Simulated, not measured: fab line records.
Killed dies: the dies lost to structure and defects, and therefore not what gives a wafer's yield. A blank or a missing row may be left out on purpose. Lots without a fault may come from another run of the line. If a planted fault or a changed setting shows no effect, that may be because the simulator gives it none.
Chamber matching ; flow nand harc ; cmp-04 running NHARC_P_BONDPAD_CMP_19: 4 sister chambers
The step polishes, t overpolish 30 s, cu recess touch 16 s, target thk 160.81 nm. 7 wafers are shown with their chamber, then 11 later ones without.

== WAFERS PAIRED WITH THEIR CHAMBERS ==
wafer;chamber;motor current A (A);overpolish run s (s)
L080.3;2;12.5;29.998
L082.3;1;12.4;30.001
L082.5;0;11.2;29.995
L081.1;3;9.9;29.980
L081.4;0;11.3;29.990
L081.5;1;12.2;30.016
L084.1;3;10.2;29.998

== WAFERS WITHOUT THEIR CHAMBER ==
wafer;motor current A (A);overpolish run s (s)
L084.2;11.8;29.993
L084.6;10.8;29.977
L092.3;12.1;30.000
L092.5;12.4;30.002
L092.6;12.0;30.009
L094.2;9.8;29.996
L094.3;11.9;30.015
L094.5;11.0;30.010
L096.3;11.7;29.984
L096.5;12.7;30.005
L096.6;12.1;29.987

== THE CHAMBER EACH PASSED THROUGH ==
wafer;from the rows above;in truth
L084.2;can't be placed: 0 or 1 or 2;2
L084.6;can't be placed: 0 or 3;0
L092.3;can't be placed: 1 or 2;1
L092.5;can't be placed: 2 or 1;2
L092.6;can't be placed: 1 or 2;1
L094.2;3;3
L094.3;can't be placed: 1 or 2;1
L094.5;0;0
L096.3;can't be placed: 0 or 1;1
L096.5;can't be placed: 2 or 1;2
L096.6;can't be placed: 1 or 2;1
Correct placement for 2 of the 11. These rows do not allow placing 9 (true chamber among the candidates in 9). 0 placed wrongly.
How it was worked out, from the rows above alone: a wafer's distance from a chamber is the root of the sum, over the readings, of the square of ((its reading less the chamber's mean) divided by the reading's scatter). The wafer belongs to the nearest chamber; if the next one is less than 2 further off, it can't be placed. The mean given for a chamber averages the wafers shown for that chamber. How the scatter is found: for the shown wafers, subtract from each reading the mean of its chamber, square and add these, divide the total by (wafers less chambers), then take the root.
